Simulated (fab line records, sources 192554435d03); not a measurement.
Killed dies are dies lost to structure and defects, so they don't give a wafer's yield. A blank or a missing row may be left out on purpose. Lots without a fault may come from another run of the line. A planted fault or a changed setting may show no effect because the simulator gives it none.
Chamber matching | flow n5_finfet | N5_BEOL_M2_STRIP_66 on rie_diel-05: 4 sister chambers
The step strips in CF4. 20 wafers are shown with their chamber, then 10 later ones without.

WAFERS WITH THEIR CHAMBER
wafer  | chamber | drypump_motor_current_A (A) | throttle_valve_pct (%) | showerhead_plenum_p_Torr (Torr)
L074.2 | 1       | 5.8                         | 13.39                  | 1.74
L074.3 | 3       | 5.0                         | 13.42                  | 1.78
L074.4 | 0       | 5.1                         | 13.32                  | 1.76
L076.2 | 2       | 6.7                         | 13.98                  | 1.79
L076.3 | 1       | 5.8                         | 13.41                  | 1.74
L076.6 | 2       | 6.7                         | 14.01                  | 1.78
L077.3 | 0       | 5.0                         | 13.36                  | 1.76
L077.5 | 3       | 5.0                         | 13.42                  | 1.78
L077.6 | 2       | 6.7                         | 14.02                  | 1.78
L082.1 | 1       | 5.8                         | 13.44                  | 1.74
L082.3 | 0       | 5.0                         | 13.37                  | 1.76
L082.4 | 3       | 5.0                         | 13.45                  | 1.78
L086.2 | 2       | 6.7                         | 14.05                  | 1.78
L086.3 | 0       | 5.1                         | 13.40                  | 1.75
L086.6 | 0       | 5.1                         | 13.40                  | 1.75
L087.3 | 1       | 5.8                         | 13.49                  | 1.74
L087.5 | 2       | 6.7                         | 14.06                  | 1.78
L087.6 | 1       | 5.8                         | 13.47                  | 1.74
L090.1 | 1       | 5.8                         | 13.47                  | 1.74
L090.3 | 3       | 5.0                         | 13.47                  | 1.77

SIGNATURES (means of the wafers above)
reading                  | chamber 0 | chamber 1 | chamber 2 | chamber 3 | scatter within a chamber
drypump_motor_current_A  | 5.060     | 5.800     | 6.700     | 5.000     | 0.0274
throttle_valve_pct       | 13.3700   | 13.4450   | 14.0240   | 13.4400   | 0.0334
showerhead_plenum_p_Torr | 1.7560    | 1.7400    | 1.7820    | 1.7775    | 0.00415
Rule: a wafer's distance from a chamber is the root of the sum, over the readings, of the square of ((its reading less the chamber's mean) divided by the reading's scatter). The wafer belongs to the nearest chamber; if the next one is less than 2 further off, it can't be placed. The scatter: the root of (the sum of the squares of (reading less its chamber's mean) over the shown wafers, divided by (wafers less chambers)).

WAFERS WITHOUT THEIR CHAMBER
wafer  | drypump_motor_current_A (A) | throttle_valve_pct (%) | showerhead_plenum_p_Torr (Torr)
L090.5 | 5.8                         | 13.49                  | 1.74
L092.1 | 5.8                         | 13.49                  | 1.74
L092.2 | 5.0                         | 13.43                  | 1.75
L092.4 | 6.7                         | 14.07                  | 1.78
L094.3 | 5.0                         | 13.52                  | 1.77
L094.4 | 5.1                         | 13.42                  | 1.75
L094.6 | 5.0                         | 13.51                  | 1.77
L096.4 | 5.0                         | 13.51                  | 1.77
L096.5 | 6.6                         | 14.11                  | 1.77
L096.6 | 5.8                         | 13.52                  | 1.73

WHICH CHAMBER EACH WENT THROUGH
wafer  | from the rows above | in truth
L090.5 | 1                   | 1
L092.1 | 1                   | 1
L092.2 | 0                   | 0
L092.4 | 2                   | 2
L094.3 | 3                   | 3
L094.4 | 0                   | 0
L094.6 | 3                   | 3
L096.4 | 3                   | 3
L096.5 | 2                   | 2
L096.6 | 1                   | 1
Placed correctly: 10 of 10. Can't be placed from these rows: 0. Placed wrongly: 0.
